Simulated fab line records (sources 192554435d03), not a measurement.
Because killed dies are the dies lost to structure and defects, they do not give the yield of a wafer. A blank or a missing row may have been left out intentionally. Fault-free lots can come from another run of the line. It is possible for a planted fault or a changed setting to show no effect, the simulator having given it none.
Chamber matching :: flow n5-finfet :: N5_MOL_CONTACT_COAG_ETCH_124 on rie-diel-02: 4 sister chambers
The step etches SiNx in CH3F/O2, stops on SiOC, target depth 6.5 nm. 8 wafers are shown with their chamber, then 7 later ones without.

## WAFERS PAIRED WITH THEIR CHAMBERS
wafer: L076.4
chamber: 3
drypump-motor-current-A (A): 6.3
throttle-valve-pct (%): 16.04

wafer: L077.3
chamber: 3
drypump-motor-current-A (A): 6.4
throttle-valve-pct (%): 16.01

wafer: L077.4
chamber: 1
drypump-motor-current-A (A): 5.5
throttle-valve-pct (%): 16.61

wafer: L077.5
chamber: 2
drypump-motor-current-A (A): 5.2
throttle-valve-pct (%): 16.41

wafer: L080.4
chamber: 2
drypump-motor-current-A (A): 5.2
throttle-valve-pct (%): 16.42

wafer: L080.6
chamber: 0
drypump-motor-current-A (A): 6.1
throttle-valve-pct (%): 15.72

wafer: L081.2
chamber: 1
drypump-motor-current-A (A): 5.5
throttle-valve-pct (%): 16.63

wafer: L081.3
chamber: 0
drypump-motor-current-A (A): 6.1
throttle-valve-pct (%): 15.73

## WAFERS WITH NO CHAMBER GIVEN
wafer: L081.5
drypump-motor-current-A (A): 6.4
throttle-valve-pct (%): 16.05

wafer: L082.1
drypump-motor-current-A (A): 5.1
throttle-valve-pct (%): 16.43

wafer: L082.4
drypump-motor-current-A (A): 5.5
throttle-valve-pct (%): 16.63

wafer: L082.6
drypump-motor-current-A (A): 5.1
throttle-valve-pct (%): 16.44

wafer: L090.1
drypump-motor-current-A (A): 5.5
throttle-valve-pct (%): 16.68

wafer: L090.2
drypump-motor-current-A (A): 6.4
throttle-valve-pct (%): 16.07

wafer: L090.6
drypump-motor-current-A (A): 6.4
throttle-valve-pct (%): 16.07

## EACH ONE'S CHAMBER
wafer: L081.5
from the rows above: 3
in truth: 3

wafer: L082.1
from the rows above: 2
in truth: 2

wafer: L082.4
from the rows above: 1
in truth: 1

wafer: L082.6
from the rows above: 2
in truth: 2

wafer: L090.1
from the rows above: 1
in truth: 1

wafer: L090.2
from the rows above: 3
in truth: 3

wafer: L090.6
from the rows above: 3
in truth: 3
Correct placement for 7 of the 7. Number that these rows cannot place: 0. 0 placed wrongly.
How it was worked out, from the rows above alone: a wafer's distance from a chamber is the root of the sum, over the readings, of the square of ((its reading less the chamber's mean) divided by the reading's scatter). If the next closest chamber is less than 2 further off than the closest, the wafer can't be placed; otherwise it belongs to the closest. A chamber's mean is the mean of its shown wafers. The scatter is the square root of a quotient: the sum, over the shown wafers, of each reading's squared deviation from its chamber's mean, divided by wafers minus chambers.
